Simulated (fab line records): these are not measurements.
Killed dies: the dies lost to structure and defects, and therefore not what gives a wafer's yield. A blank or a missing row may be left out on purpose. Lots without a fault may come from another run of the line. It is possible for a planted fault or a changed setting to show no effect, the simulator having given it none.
fab line records	flow nand-harc
record lots=5	wafers=15	last-day=34
route steps=1302 shown P_BONDPAD@377 A_START@389 A_ZERO_WELL@390 A_SOURCE_PLATE@413
lots with no fault: from the same line, run without faults
start-h: the number of hours between the record's first day and the start of the first shown wafer of the lot	wait-h: hours since the lot's step before	" unchanged from the row above	L1.1+2: a single row standing in for several wafers	- no value, or no start was given	* or withheld: withheld	< > ~ a bound
route shown NAME@n: names a module that has steps shown in the file, with the first one's number in the route	usual: average and standard deviation across the fault-free wafers	same: alike in all rows	chamber/n: place in a boat	sites: the reading at each site	_std_site: standard deviation of those values	_edge_site: mean of outer sites minus mean of inner sites	radius-mm: for every site, how far away it sits from the centre of the wafer	mask NAME#n: copy n	behind: the last tool/chamber to shape the wafer	hold: why the lot was held/for how many hours/how that ended	device: names the non-switching transistor (n, p or np)	end of line: tests run on the same wafers once the route is complete	step lacking rows: just its recipe	killed: not the wafer's yield, but the dies lost to structure and defects at the first sort	map: a wafer's dies, marking killed ones x, the rest . and places with no die _
set.NAME: the run value of the setting; set.NAME@STEP: its run value at that earlier step	model.NAME: the simulator's own value behind a step, which no gauge read
lots at some steps of the route; a table a step, a row a wafer
services: when a tool's chamber went out of use (start-h, in hours from the record's first day, below 0 if earlier), for how many hours, and the reason
## steps
# step NHARC_P_BONDPAD_PVD_27
# recipe target-thk-a=300	chamber-pressure-pa=5	power-w=5000	substrate-temp-c=30	time-s=20.49	material=Cu
# usual throttle-valve-pct=29.4/1.3
lot.wafer	tool	chamber	start-h	wait-h	throttle-valve-pct
L074.1	pvd-sputter-01	-	-	-	30.2
L074.2	"	-	"	"	27.5
L074.6	"	-	"	"	30.1
L077.4	pvd-sputter-01	-	-	-	27.6
L077.6	"	-	"	"	27.6
L077.5	"	-	"	"	30.1
L080.1	pvd-sputter-01	-	-	-	27.9
L080.5	"	-	"	"	30.1
L080.6	"	-	"	"	27.4
L084.4	pvd-sputter-01	-	-	-	31.1
L084.5	"	-	"	"	30.4
L084.6	"	-	"	"	27.1
L097.1	pvd-sputter-03	-	-	-	30.3
L097.2	"	-	"	"	26.8
L097.5	"	-	"	"	29.2
# step NHARC_P_BONDPAD_ECD_18
# recipe target-thk-a=4000	bath-temp-c=25	material=Cu
lot.wafer	tool	chamber	start-h	wait-h
L074.2+1+6	ecd-cu-02	1,0,0	141.03	-
L077.4+5+6	ecd-cu-02	0,0,1	168.92	-
L080.1+5+6	ecd-cu-01	1,1,0	198.30	-
L084.4+5+6	ecd-cu-02	0,1,0	242.08	-
L097.2+1+5	ecd-cu-01	0,1,0	368.83	-
# step NHARC_P_BONDPAD_ANNEAL_28
# recipe temp-c=225	time-s=90
# usual wafer_temp_C_max=226.02/0.23
lot.wafer	tool	chamber	start-h	wait-h	wafer_temp_C_max
L074.1	rtp-anneal-01	0	141.41	0.3	225.84
L074.2	"	0	"	"	225.79
L074.6	"	0	"	"	225.80
L077.4	rtp-anneal-02	0	169.38	-	226.33
L077.5	"	0	"	"	226.19
L077.6	"	0	"	"	226.42
L080.1	rtp-anneal-01	0	198.67	0.3	225.59
L080.5	"	0	"	"	226.22
L080.6	"	0	"	"	225.75
L084.4	rtp-anneal-02	0	242.47	-	226.26
L084.5	"	0	"	"	226.28
L084.6	"	0	"	"	225.96
L097.1	rtp-anneal-01	0	369.31	0.3	225.89
L097.2	"	0	"	"	225.97
L097.5	"	0	"	"	226.07
# step NHARC_P_BONDPAD_CMP_19
# recipe t-overpolish-s=30	cu-recess-touch-s=16	target-thk-nm=160.81
# usual motor-current-A=11.6/1.3	overpolish-run-s=29.998/0.0091
lot.wafer	tool	chamber	start-h	wait-h	motor-current-A	overpolish-run-s
L074.2	cmp-02	3	141.76	-	9.8	29.987
L074.1	"	0	"	"	11.5	30.005
L074.6	"	3	"	"	9.8	29.998
L077.4	cmp-02	1	169.57	-	10.9	29.998
L077.6	"	1	"	"	10.8	29.997
L077.5	"	2	"	"	15.8	30.002
L080.1	cmp-03	0	199.02	-	11.4	30.005
L080.5	"	0	"	"	12.1	29.974
L080.6	"	1	"	"	10.8	30.003
L084.4	cmp-01	0	242.66	-	11.3	29.990
L084.6	"	0	"	"	11.6	29.991
L084.5	"	1	"	"	11.3	29.992
L097.2	cmp-03	2	369.72	-	11.5	29.998
L097.1	"	3	"	"	11.0	30.000
L097.5	"	0	"	"	11.7	29.994
# step NHARC_P_BONDPAD_THK_MEAS_20
# recipe thk-meas-gauge=xrf
# usual thk-nm=160.6/1.6
lot.wafer	tool	chamber	start-h	wait-h	thk-nm
L074.1	film-metro-02	-	142.08	-	162.0
L074.2	"	-	"	"	160.9
L074.6	"	-	"	"	158.8
L077.4	film-metro-01	-	169.89	-	162.8
L077.5	"	-	"	"	159.1
L077.6	"	-	"	"	160.3
L080.1	film-metro-01	-	199.34	-	158.8
L080.5	"	-	"	"	159.0
L080.6	"	-	"	"	159.5
L084.4	film-metro-02	-	242.98	-	162.2
L084.5	"	-	"	"	159.8
L084.6	"	-	"	"	159.0
L097.1	film-metro-02	-	369.98	-	160.3
L097.2	"	-	"	"	162.7
L097.5	"	-	"	"	160.7
# step NHARC_P_BONDPAD_SRD_21
# recipe time-s=30	temp-c=23	dry-time-s=20	spin-rpm=1500
lot.wafer	tool	chamber	start-h	wait-h
L074.1+6+2	wet-bench-08	2,3,4	142.13	0.0
L077.6+4+5	wet-bench-08	2,3,7	169.93	0.0
L080.6+1+5	wet-bench-08	2,5,6	199.39	0.0
L084.6+5+4	wet-bench-10	5,6,7	243.06	0.1
L097.2+1+5	wet-bench-08	6,7,3	370.02	0.0
# step NHARC_P_BONDPAD_INSPECT_23
# usual raw-defect-count=316/120
lot.wafer	tool	chamber	start-h	wait-h	raw-defect-count
L074.1	defect-inspect-01	-	142.30	0.0	344
L074.2	"	-	"	"	328
L074.6	"	-	"	"	237
L077.4	defect-inspect-01	-	170.12	0.0	454
L077.5	"	-	"	"	344
L077.6	"	-	"	"	246
L080.1	defect-inspect-01	-	199.57	0.0	232
L080.5	"	-	"	"	267
L080.6	"	-	"	"	452
L084.4	defect-inspect-02	-	243.24	0.0	201
L084.5	"	-	"	"	343
L084.6	"	-	"	"	386
L097.1	defect-inspect-02	-	370.19	0.0	351
L097.2	"	-	"	"	267
L097.5	"	-	"	"	362
# step NHARC_P_BONDPAD_ACTIVATE_29
# recipe time-s=60	n2-flow-sccm=200	ar-flow-sccm=0	bias-power-w=0	chemistry=N2
# usual drypump-motor-current-A=5.8/0.37	oes-product-au=1.000/0.009	rf-vpp-V=64.4/0.94	showerhead-plenum-p-Torr=1.82/0.065
lot.wafer	tool	chamber	start-h	wait-h	drypump-motor-current-A	oes-product-au	rf-hours-counter-h	rf-vpp-V	showerhead-plenum-p-Torr
L074.1	rie-diel-02	3	142.39	0.1	5.9	1.001	2.3	64.0	1.87
L074.2	"	1	"	"	5.7	1.006	2.5	63.8	1.84
L074.6	"	3	"	"	5.9	1.009	-	64.6	1.87
L077.4	rie-diel-07	1	170.18	0.1	5.2	1.006	2.4	64.1	1.89
L077.6	"	1	"	"	5.2	0.992	-	65.2	1.89
L077.5	"	2	"	"	6.5	0.998	-	63.9	1.71
L080.1	rie-diel-02	3	199.65	0.1	5.8	1.023	3.7	63.7	1.87
L080.6	"	1	"	"	5.8	1.012	-	64.1	1.84
L080.5	"	2	"	"	6.0	1.007	-	63.4	1.86
L084.4	rie-diel-02	3	243.30	0.1	5.8	0.992	0.4	65.1	1.87
L084.5	"	3	"	"	5.8	1.009	-	64.0	1.87
L084.6	"	0	"	"	5.6	1.001	-	64.0	1.77
L097.1	rie-diel-07	1	370.25	0.1	5.1	0.989	3.1	63.8	1.89
L097.2	"	2	"	"	6.4	0.973	3.3	63.4	1.71
L097.5	"	1	"	"	5.2	0.989	-	63.2	1.89
# step NHARC_P_BONDPAD_PRECLEAN_30
# recipe time-s=300	temp-c=23	chemistry=DIW
lot.wafer	tool	chamber	start-h	wait-h
L074.2+1+6	wet-bench-08	7,1,3	142.57	0.1
L077.6+5+4	wet-bench-10	7,0,1	170.37	0.1
L080.1+6+5	wet-bench-10	7,0,2	199.80	0.1
L084.4+6+5	wet-bench-10	4,5,0	243.49	0.2
L097.1+5+2	wet-bench-10	0,1,2	370.40	0.1
# step NHARC_P_BONDPAD_SRD_31
# recipe time-s=30	temp-c=23	dry-time-s=20	spin-rpm=1500
lot.wafer	tool	chamber	start-h	wait-h
L074.2+1+6	wet-bench-08	7,1,3	-	-
L077.6+5+4	wet-bench-10	7,0,1	-	-
L080.1+6+5	wet-bench-10	7,0,2	-	-
L084.4+6+5	wet-bench-10	4,5,0	-	-
L097.1+5+2	wet-bench-10	0,1,2	-	-
# step NHARC_A_START_INSPECT_01
# usual raw-defect-count=3.6/1.9
lot.wafer	tool	chamber	start-h	wait-h	raw-defect-count
L074.1	defect-inspect-01	-	142.80	-	1
L074.2	"	-	"	"	3
L074.6	"	-	"	"	3
L077.4	defect-inspect-02	-	170.60	-	5
L077.5	"	-	"	"	2
L077.6	"	-	"	"	2
L080.1	defect-inspect-02	-	200.03	-	2
L080.5	"	-	"	"	3
L080.6	"	-	"	"	3
L084.4	defect-inspect-01	-	243.80	-	4
L084.5	"	-	"	"	4
L084.6	"	-	"	"	4
L097.1	defect-inspect-01	-	370.65	-	5
L097.2	"	-	"	"	3
L097.5	"	-	"	"	1
# step NHARC_A_ZERO_WELL_PRECLEAN_00
# recipe time-s=600	temp-c=120	chemistry=SPM
lot.wafer	tool	chamber	start-h	wait-h
L074.2+6+1	wet-bench-01	2,4,5	142.90	0.1
L077.5+6+4	wet-bench-09	1,2,3	170.69	0.1
L080.6+5+1	wet-bench-07	6,7,2	200.13	0.1
L084.6+5+4	wet-bench-01	6,7,0	243.89	0.1
L097.5+1+2	wet-bench-01	4,6,7	370.76	0.1
# step NHARC_A_ZERO_WELL_SRD_01
lot.wafer	tool	chamber	start-h	wait-h
L074.2+6+1	wet-bench-01	2,4,5	-	-
L077.5+6+4	wet-bench-09	1,2,3	-	-
L080.6+5+1	wet-bench-07	6,7,2	-	-
L084.6+5+4	wet-bench-01	6,7,0	-	-
L097.5+1+2	wet-bench-01	4,6,7	-	-
# step NHARC_A_ZERO_WELL_DEHYDRATE_02
# recipe temp-c=150	time-s=120
lot.wafer	tool	chamber	start-h	wait-h
L074.1+2+6	litho-track-03	0	143.20	-
L077.4+5+6	litho-track-05	0	171.00	-
L080.1+5+6	litho-track-03	0	200.43	-
L084.4+5+6	litho-track-03	0	244.20	-
L097.1+2+5	litho-track-03	0	371.07	-
# step NHARC_A_ZERO_WELL_HMDS_03
# recipe time-s=30
lot.wafer	tool	chamber	start-h	wait-h
L074.1+2+6	litho-track-03	0	-	-
L077.4+5+6	litho-track-05	0	-	-
L080.1+5+6	litho-track-03	0	-	-
L084.4+5+6	litho-track-03	0	-	-
L097.1+2+5	litho-track-03	0	-	-
# step NHARC_A_ZERO_WELL_COAT_18
# recipe temp-c=200	time-s=65
lot.wafer	tool	chamber	start-h	wait-h
L074.1+2+6	litho-track-03	0	-	-
L077.4+5+6	litho-track-05	0	-	-
L080.1+5+6	litho-track-03	0	-	-
L084.4+5+6	litho-track-03	0	-	-
L097.1+2+5	litho-track-03	0	-	-
# step NHARC_A_ZERO_WELL_COAT_04
# recipe spin-rpm=2000	resist-thk-nm=600
# usual dispense-pressure-kPa=52/3.8
lot.wafer	tool	chamber	start-h	wait-h	dispense-pressure-kPa
L074.1	litho-track-03	0	-	-	47
L074.2	"	0	"	"	47
L074.6	"	0	"	"	47
L077.4	litho-track-05	0	-	-	54
L077.5	"	0	"	"	54
L077.6	"	0	"	"	54
L080.1	litho-track-03	0	-	-	47
L080.5	"	0	"	"	47
L080.6	"	0	"	"	47
L084.4	litho-track-03	0	-	-	47
L084.5	"	0	"	"	47
L084.6	"	0	"	"	47
L097.1	litho-track-03	0	-	-	47
L097.2	"	0	"	"	47
L097.5	"	0	"	"	47
# step NHARC_A_ZERO_WELL_SOFTBAKE_05
# recipe temp-c=125	time-s=70
lot.wafer	tool	chamber	start-h	wait-h
L074.1+2+6	litho-track-03	0	-	-
L077.4+5+6	litho-track-05	0	-	-
L080.1+5+6	litho-track-03	0	-	-
L084.4+5+6	litho-track-03	0	-	-
L097.1+2+5	litho-track-03	0	-	-
# step NHARC_A_ZERO_WELL_EBR_06
lot.wafer	tool	chamber	start-h	wait-h
L074.1+2+6	litho-track-03	0	-	-
L077.4+5+6	litho-track-05	0	-	-
L080.1+5+6	litho-track-03	0	-	-
L084.4+5+6	litho-track-03	0	-	-
L097.1+2+5	litho-track-03	0	-	-
# step NHARC_A_ZERO_WELL_EXPOSE_07
# recipe na=0.55	dose-mj=33.85	mask-id=A_ZERO
lot.wafer	tool	chamber	start-h	wait-h	mask
L074.1+2+6	krf-scanner-02	0	143.49	-	A_ZERO#0
L077.4+5+6	krf-scanner-02	0	171.30	-	A_ZERO#0
L080.1+5+6	krf-scanner-02	0	200.72	-	A_ZERO#0
L084.4+5+6	krf-scanner-02	0	244.38	-	A_ZERO#0
L097.1+2+5	krf-scanner-01	0	371.23	-	A_ZERO#0
# step NHARC_A_ZERO_WELL_PEB_08
# recipe peb-temp-c=128	peb-time-s=80
lot.wafer	tool	chamber	start-h	wait-h
L074.1+2+6	litho-track-03	0	143.56	0.1
L077.4+5+6	litho-track-05	0	171.35	0.0
L080.1+5+6	litho-track-07	0	200.79	0.1
L084.4+5+6	litho-track-05	0	244.43	0.0
L097.1+2+5	litho-track-05	0	371.30	0.1
# step NHARC_A_ZERO_WELL_DEVELOP_09
# recipe time-s=50	dev-temp-c=22
lot.wafer	tool	chamber	start-h	wait-h
L074.1+2+6	litho-track-03	0	-	-
L077.4+5+6	litho-track-05	0	-	-
L080.1+5+6	litho-track-07	0	-	-
L084.4+5+6	litho-track-05	0	-	-
L097.1+2+5	litho-track-05	0	-	-
# step NHARC_A_ZERO_WELL_CD_MEAS_10
# recipe target-cd-nm=2000	landing-energy-ev=500
# usual cd-nm=2000.3/2.8
lot.wafer	tool	chamber	start-h	wait-h	cd-nm
L074.1	cd-sem-01	0	143.64	-	2000.5
L074.2	"	0	"	"	1998.5
L074.6	"	0	"	"	2002.7
L077.4	cd-sem-03	0	171.44	-	2001.9
L077.5	"	0	"	"	2002.7
L077.6	"	0	"	"	2003.7
L080.1	cd-sem-02	0	200.87	-	2001.1
L080.5	"	0	"	"	2001.5
L080.6	"	0	"	"	2002.7
L084.4	cd-sem-02	0	244.52	-	2004.4
L084.5	"	0	"	"	2002.3
L084.6	"	0	"	"	2002.7
L097.1	cd-sem-03	0	371.38	-	2001.9
L097.2	"	0	"	"	2003.2
L097.5	"	0	"	"	2001.4
# step NHARC_A_ZERO_WELL_HARDBAKE_11
# recipe temp-c=118	time-s=65
lot.wafer	tool	chamber	start-h	wait-h
L074.1+2+6	litho-track-07	0	143.72	-
L077.4+5+6	litho-track-07	0	171.52	-
L080.1+5+6	litho-track-07	0	200.95	-
L084.4+5+6	litho-track-03	0	244.60	-
L097.1+2+5	litho-track-03	0	371.46	-
# step NHARC_A_ZERO_WELL_DESCUM_12
# recipe time-s=3	o2-flow-sccm=200	ar-flow-sccm=0	bias-power-w=0	chemistry=O2
# usual drypump-motor-current-A=5.6/0.51	oes-product-au=1.000/0.0077	rf-vpp-V=57.9/0.96	showerhead-plenum-p-Torr=1.93/0.081	throttle-valve-pct=11.311/0.0097
lot.wafer	tool	chamber	start-h	wait-h	drypump-motor-current-A	oes-product-au	rf-hours-counter-h	rf-vpp-V	showerhead-plenum-p-Torr	throttle-valve-pct
L074.1	rie-diel-12	1	143.80	-	5.3	0.994	2	59.1	1.95	11.314
L074.2	"	2	"	"	6.4	0.996	2	56.5	1.84	11.305
L074.6	"	1	"	"	5.3	1.005	-	59.3	1.95	11.307
L077.4	rie-diel-04	3	171.60	-	5.7	1.008	23	59.3	2.05	11.307
L077.5	"	2	"	"	6.0	1.002	-	56.8	2.00	11.307
L077.6	"	3	"	"	5.7	1.002	-	57.4	2.05	11.328
L080.1	rie-diel-04	1	201.05	-	5.5	1.012	4	57.8	1.87	11.304
L080.5	"	2	"	"	6.0	0.987	-	57.6	2.00	11.312
L080.6	"	0	"	"	5.8	0.985	-	58.1	1.78	11.320
L084.4	rie-diel-12	0	244.67	-	5.1	1.000	4	58.4	2.03	11.325
L084.5	"	0	"	"	5.1	0.996	-	58.5	2.04	11.319
L084.6	"	1	"	"	5.3	1.004	-	57.9	1.94	11.317
L097.2	rie-diel-12	3	371.55	-	5.0	1.001	2	58.5	1.98	11.309
L097.1	"	0	"	"	5.1	0.992	2	56.6	2.03	11.308
L097.5	"	3	"	"	5.0	1.002	-	59.1	1.98	11.308
# step NHARC_A_ZERO_WELL_ETCH_19
# recipe target-depth-a=800	overetch-a=240	time-s=87.88	ion-energy-ev=200	n2-flow-sccm=150	h2-flow-sccm=150	ar-flow-sccm=0	rf-w=400	bias-w=150	chemistry=N2/H2
# usual drypump-motor-current-A=5.5/0.5	oes-product-au=1.002/0.0083	rf-vpp-V=431.3/2.6	showerhead-plenum-p-Torr=2.07/0.091	throttle-valve-pct=14.170/0.0093
lot.wafer	tool	chamber	start-h	wait-h	drypump-motor-current-A	oes-product-au	rf-hours-counter-h	rf-vpp-V	showerhead-plenum-p-Torr	throttle-valve-pct
L074.1	rie-diel-12	3	143.88	0.1	5.0	1.012	1	433.7	2.11	14.159
L074.2	"	2	"	"	6.3	0.989	2	427.1	1.96	14.168
L074.6	"	0	"	"	5.0	1.005	-	435.4	2.17	14.177
L077.4	rie-diel-04	0	171.69	0.1	5.8	1.000	25	426.5	1.90	14.161
L077.6	"	3	"	"	5.7	0.991	-	434.8	2.19	14.171
L077.5	"	0	"	"	5.8	0.992	-	426.9	1.90	14.171
L080.1	rie-diel-04	1	201.15	0.1	5.4	1.013	4	428.7	1.99	14.170
L080.6	"	0	"	"	5.8	0.994	-	426.4	1.90	14.171
L080.5	"	1	"	"	5.4	1.015	-	428.8	1.99	14.175
L084.4	rie-diel-12	0	244.76	0.1	5.1	0.989	4	432.1	2.17	14.158
L084.6	"	0	"	"	5.1	1.005	-	433.2	2.17	14.188
L084.5	"	1	"	"	5.3	0.999	-	431.9	2.07	14.176
L097.2	rie-diel-12	1	371.63	0.1	5.3	0.998	3	429.7	2.07	14.180
L097.1	"	2	"	"	6.3	1.002	3	428.6	1.96	14.160
L097.5	"	0	"	"	5.1	0.994	-	434.1	2.17	14.175
# step NHARC_A_ZERO_WELL_ETCH_13
# recipe target-depth-a=1200	time-s=40.1	hbr-flow-sccm=150	cl2-flow-sccm=50	rf-w=400	icp-w=400	bias-w=100	chemistry=HBr/Cl2
# usual drypump-motor-current-A=5.9/0.5	oes-product-au=1.000/0.0095	throttle-valve-pct=26.407/0.0085
lot.wafer	tool	chamber	start-h	wait-h	drypump-motor-current-A	oes-product-au	rf-hours-counter-h	throttle-valve-pct
L074.2	rie-si-03	0	144.03	-	6.2	1.018	0.51	26.415
L074.1	"	1	"	"	5.7	0.993	0.55	26.416
L074.6	"	3	"	"	5.7	1.001	-	26.414
L077.4	rie-si-03	1	171.82	-	5.7	0.993	0.69	26.396
L077.6	"	3	"	"	5.7	1.001	-	26.402
L077.5	"	0	"	"	6.2	1.002	-	26.408
L080.1	rie-si-05	3	201.29	-	5.9	0.997	0.32	26.419
L080.6	"	1	"	"	6.5	0.996	-	26.398
L080.5	"	2	"	"	6.2	1.002	-	26.416
L084.4	rie-si-03	3	244.91	-	5.6	1.010	0.08	26.418
L084.5	"	0	"	"	6.2	0.997	-	26.415
L084.6	"	1	"	"	5.7	0.979	-	26.409
L097.1	rie-si-05	2	371.74	-	6.2	1.006	0.49	26.405
L097.2	"	0	"	"	5.5	1.001	0.37	26.409
L097.5	"	2	"	"	6.2	0.998	-	26.386
# step NHARC_A_ZERO_WELL_STRIP_14
# recipe time-s=900	temp-c=130	chemistry=SPM
lot.wafer	tool	chamber	start-h	wait-h
L074.6+2+1	wet-bench-09	2,3,4	144.16	-
L077.4+5+6	wet-bench-01	4,7,1	171.95	-
L080.6+5+1	wet-bench-07	6,7,0	201.44	-
L084.5+4+6	wet-bench-09	7,0,3	245.03	-
L097.5+1+2	wet-bench-01	3,5,6	371.92	-
# step NHARC_A_ZERO_WELL_IMPLANT_15
# recipe energy-kev=150	dose-cm2=1e+13	tilt-deg=7
lot.wafer	tool	chamber	start-h	wait-h
L074.1+2+6	implanter-02	0	144.56	0.1
L077.4+5+6	implanter-01	0	172.44	0.1
L080.1+5+6	implanter-02	0	201.82	0.1
L084.4+5+6	implanter-02	0	245.52	0.1
L097.1+2+5	implanter-01	0	372.34	0.1
# step NHARC_A_ZERO_WELL_PRECLEAN_22
# recipe time-s=60	temp-c=50	bath-age-min=0	chemistry=SC1
# same bath-age-min=0
lot.wafer	tool	chamber	start-h	wait-h
L074.2+6+1	wet-bench-01	1,2,4	144.78	0.2
L077.4+5+6	wet-bench-09	0,4,5	172.56	0.1
L080.6+1+5	wet-bench-01	3,4,7	202.02	0.0
L084.6+4+5	wet-bench-09	3,4,7	245.65	0.0
L097.2+5+1	wet-bench-07	2,3,6	372.56	0.2
# step NHARC_A_ZERO_WELL_SRD_23
lot.wafer	tool	chamber	start-h	wait-h
L074.2+6+1	wet-bench-01	1,2,4	-	-
L077.4+5+6	wet-bench-09	0,4,5	-	-
L080.6+1+5	wet-bench-01	3,4,7	-	-
L084.6+4+5	wet-bench-09	3,4,7	-	-
L097.2+5+1	wet-bench-07	2,3,6	-	-
# step NHARC_A_ZERO_WELL_RTA_16
# recipe temp-c=1000	time-s=10
# usual lamp-power-pct=29.51/0.26	lamp_zone_6_pct=29.45/0.27	wafer_temp_C_max=1004.3/0.92
lot.wafer	tool	chamber	start-h	wait-h	lamp-power-pct	lamp_zone_6_pct	wafer_temp_C_max
L074.1	rtp-anneal-01	0	144.99	-	29.20	29.14	1003.1
L074.2	"	0	"	"	29.23	29.10	1003.7
L074.6	"	0	"	"	29.23	29.16	1002.8
L077.4	rtp-anneal-01	0	172.78	-	29.21	29.16	1004.3
L077.5	"	0	"	"	29.28	29.14	1003.4
L077.6	"	0	"	"	29.23	29.09	1003.8
L080.1	rtp-anneal-02	0	202.16	-	29.78	29.72	1005.4
L080.5	"	0	"	"	29.76	29.70	1006.0
L080.6	"	0	"	"	29.72	29.69	1004.4
L084.4	rtp-anneal-02	0	245.86	-	29.81	29.74	1003.1
L084.5	"	0	"	"	29.75	29.66	1004.2
L084.6	"	0	"	"	29.79	29.69	1003.9
L097.1	rtp-anneal-02	0	372.89	-	29.70	29.66	1004.2
L097.2	"	0	"	"	29.70	29.68	1006.5
L097.5	"	0	"	"	29.73	29.68	1004.2
# step NHARC_A_ZERO_WELL_INSPECT_17
# usual raw-defect-count=10/5.2
lot.wafer	tool	chamber	start-h	wait-h	raw-defect-count
L074.1	defect-inspect-02	-	145.19	0.2	5
L074.2	"	-	"	"	5
L074.6	"	-	"	"	13
L077.4	defect-inspect-02	-	172.89	0.1	21
L077.5	"	-	"	"	14
L077.6	"	-	"	"	15
L080.1	defect-inspect-02	-	202.36	0.2	3
L080.5	"	-	"	"	4
L080.6	"	-	"	"	2
L084.4	defect-inspect-01	-	245.98	0.1	19
L084.5	"	-	"	"	15
L084.6	"	-	"	"	13
L097.1	defect-inspect-01	-	373.09	0.2	6
L097.2	"	-	"	"	6
L097.5	"	-	"	"	12
# step NHARC_A_SOURCE_PLATE_PRECLEAN_00
# recipe time-s=60	chemistry=HF-LAST
lot.wafer	tool	chamber	start-h	wait-h
L074.2+1+6	wet-bench-06	7,0,3	145.24	0.1
L077.4+5+6	wet-bench-03	7,0,2	172.95	0.1
L080.1+5+6	wet-bench-04	6,7,1	202.41	0.1
L084.4+6+5	wet-bench-06	1,5,6	246.03	0.0
L097.5+1+2	wet-bench-03	7,0,4	373.14	0.0
# step NHARC_A_SOURCE_PLATE_SRD_01
lot.wafer	tool	chamber	start-h	wait-h
L074.2+1+6	wet-bench-06	7,0,3	-	-
L077.4+5+6	wet-bench-03	7,0,2	-	-
L080.1+5+6	wet-bench-04	6,7,1	-	-
L084.4+6+5	wet-bench-06	1,5,6	-	-
L097.5+1+2	wet-bench-03	7,0,4	-	-
# step NHARC_A_SOURCE_PLATE_OXIDE_02
# recipe target-thk-a=100	temp-c=900	ox-time-s=1362	material=SiO2
# usual spike-tc-top-C=912.7/2.3	zone-power-upper-pct=19/3.2
lot.wafer	tool	chamber	start-h	wait-h	spike-tc-top-C	zone-power-upper-pct
L074.1	furnace-05	0	149.08	-	914.5	15
L074.2	"	0	"	"	914.1	15
L074.6	"	0	"	"	911.9	15
L077.4	furnace-03	0	176.14	-	912.8	22
L077.5	"	0	"	"	913.2	22
L077.6	"	0	"	"	914.4	22
L080.1	furnace-03	0	205.60	-	911.8	22
L080.5	"	0	"	"	913.8	22
L080.6	"	0	"	"	913.2	22
L084.4	furnace-05	0	248.74	-	915.0	15
L084.5	"	0	"	"	913.3	16
L084.6	"	0	"	"	912.8	15
L097.1	furnace-05	0	375.85	-	913.1	15
L097.2	"	0	"	"	913.4	15
L097.5	"	0	"	"	912.3	15
# step NHARC_A_SOURCE_PLATE_THK_MEAS_09
# recipe thk-meas-gauge=ellipsometry
# usual thk-nm=9.6/0.91
lot.wafer	tool	chamber	start-h	wait-h	thk-nm
L074.1	film-metro-02	-	153.15	0.4	8.9
L074.2	"	-	"	"	11.0
L074.6	"	-	"	"	10.2
L077.4	film-metro-01	-	180.21	0.4	9.3
L077.5	"	-	"	"	9.6
L077.6	"	-	"	"	10.5
L080.1	film-metro-01	-	209.65	0.4	9.9
L080.5	"	-	"	"	8.8
L080.6	"	-	"	"	10.4
L084.4	film-metro-01	-	252.80	0.4	9.0
L084.5	"	-	"	"	9.0
L084.6	"	-	"	"	10.1
L097.1	film-metro-01	-	379.93	0.4	11.6
L097.2	"	-	"	"	10.2
L097.5	"	-	"	"	11.3
## services
tool	chamber	start-h	hours	kind
wet-bench-08	-	118.40	8.0	pm
litho-track-05	-	124.00	7.0	pm
krf-scanner-02	-	128.81	3.4	repair
wet-bench-10	-	135.20	8.0	pm
rie-diel-04	3	136.82	3.1	repair
wet-bench-07	-	160.00	8.0	pm
wet-bench-09	-	176.80	8.0	pm
rie-diel-12	0	189.20	18.0	repair
rie-diel-12	-	218.20	0.8	repair
litho-track-07	-	251.00	7.0	pm
rie-diel-12	0	267.04	37.2	repair
rie-diel-12	-	268.44	9.0	pm
litho-track-03	-	275.00	7.0	pm
wet-bench-01	-	277.64	8.0	pm
wet-bench-08	-	294.40	8.0	pm
litho-track-05	-	299.00	7.0	pm
wet-bench-10	-	311.20	8.0	pm
rie-diel-12	1	312.92	2.7	repair
wet-bench-07	-	331.17	8.5	repair
wet-bench-07	-	339.71	8.0	pm
rie-diel-12	3	348.33	5.5	repair
rie-diel-12	2	351.71	2.7	repair
wet-bench-09	-	352.80	8.0	pm
rtp-anneal-01	-	372.07	12.0	pm
## key
fault none
